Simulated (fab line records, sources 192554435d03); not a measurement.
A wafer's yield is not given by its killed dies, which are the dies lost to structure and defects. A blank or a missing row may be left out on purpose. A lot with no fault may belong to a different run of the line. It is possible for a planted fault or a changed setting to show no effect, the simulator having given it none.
A single fault, viewed from 2 desks / flow n5 finfet / numbers are kept per desk, each desk with only its own; the story behind them comes last

## THE TOOL OWNER'S DESK: epi rpcvd-02
The tool's own readings at N5_SD_EPI_N_EPI_21 (deposits Si:P, time 690 s): means of the sampled wafers that have a number, for each lot that ran on this tool. A lot is out of limits, marked OUT, if its mean lies more than 4 standard deviations from the usual mean; the brackets give that distance.
Columns: A = susceptor temp C at N5_SD_EPI_N_EPI_21, usual 680.08 C
lot=L133; first seen here=day 3 10:55; A=680.15
lot=L142; first seen here=day 5 20:59; A=680.21
lot=L143; first seen here=day 6 02:56; A=680.26
This desk's verdict: no lot among the 3 shows anything out of limits.

## AT THE METROLOGY DESK
What the gauges read for every lot (on any tool): the sampled wafers with a number, averaged. A lot is out of limits, marked OUT, if its mean lies more than 4 standard deviations from the usual mean; the brackets give that distance. It has 13 readings, of which 7 appear: the earliest out of limits, and the ones furthest out on some lot.
Columns: A = SD_N_BLK_OVL at N5_SD_EPI_N_OVL_MEAS_10, usual 0.3 nm; B = thk nm at N5_SD_EPI_N_EPI_MEAS_23, usual 58.9 nm; C = DIBL_N at N5_BEOL_M4_RC_MEAS_101, usual 35.9 mV/V; D = IOFF_N at N5_BEOL_M4_RC_MEAS_101, usual 0.155 nA/um; E = ION_N at N5_BEOL_M4_RC_MEAS_101, usual 672 uA/um; F = SS_N at N5_BEOL_M4_RC_MEAS_101, usual 71.6 mV/dec; G = VT_N at N5_BEOL_M4_RC_MEAS_101, usual 250.0 mV
lot=L133; first seen here=day 3 06:47; A=-0.2; B=59.7; C=34.8; D=0.132; E=659; F=71.5; G=254.1
lot=L137; first seen here=day 4 03:37; A=0.3; B=57.5; C=34.6; D=0.151; E=667; F=71.6; G=251.9
lot=L142; first seen here=day 5 16:02; A=0.3; B=53.2 (-5.2) OUT; C=35.6; D=0.143; E=667; F=71.2; G=251.9
lot=L143; first seen here=day 5 22:20; A=0.6; B=54.3 (-4.2) OUT; C=33.8; D=0.149; E=671; F=71.7; G=249.4
lot=L145; first seen here=day 6 06:27; A=1.5; B=59.5; C=37.3; D=0.161; E=675; F=71.6; G=250.1
lot=L148; first seen here=day 6 20:41; A=1.3; B=59.5; C=38.3; D=0.162; E=676; F=71.6; G=249.1
lot=L151; first seen here=day 7 21:35; A=0.6; B=57.7; C=36.1; D=0.162; E=675; F=72.4; G=249.2
lot=L153; first seen here=day 8 08:46; A=0.1; B=58.6; C=36.2; D=0.208; E=681; F=71.8; G=243.9
lot=L155; first seen here=day 8 18:31; A=-0.3; B=58.4; C=34.7; D=0.128; E=657; F=71.3; G=254.4
This desk's finding: out of limits on L142, L143; first on L142, day 5 22:26 (thk nm at N5_SD_EPI_N_EPI_MEAS_23). L133, L137, L145, L148, L151, L153, L155 stayed within limits.

## BROUGHT TOGETHER
An alarm was possible from the metrology desk at day 5 22:26, on L142, L143.
Nothing out of limits was seen by the tool owner's desk.
On record at the tool owner's desk: L142, L143, within its limits.
N5_SD_EPI_N_EPI_21 was run on epi rpcvd-02 by each of the lots named.

## WHAT THE SIMULATOR HAD INSERTED
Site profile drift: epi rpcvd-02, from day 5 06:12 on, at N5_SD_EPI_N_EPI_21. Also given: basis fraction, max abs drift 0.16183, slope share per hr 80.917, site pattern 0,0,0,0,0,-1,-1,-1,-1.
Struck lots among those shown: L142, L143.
Time in hours between the start of the fault and the first out-of-limits reading at each desk: metrology desk, 16.
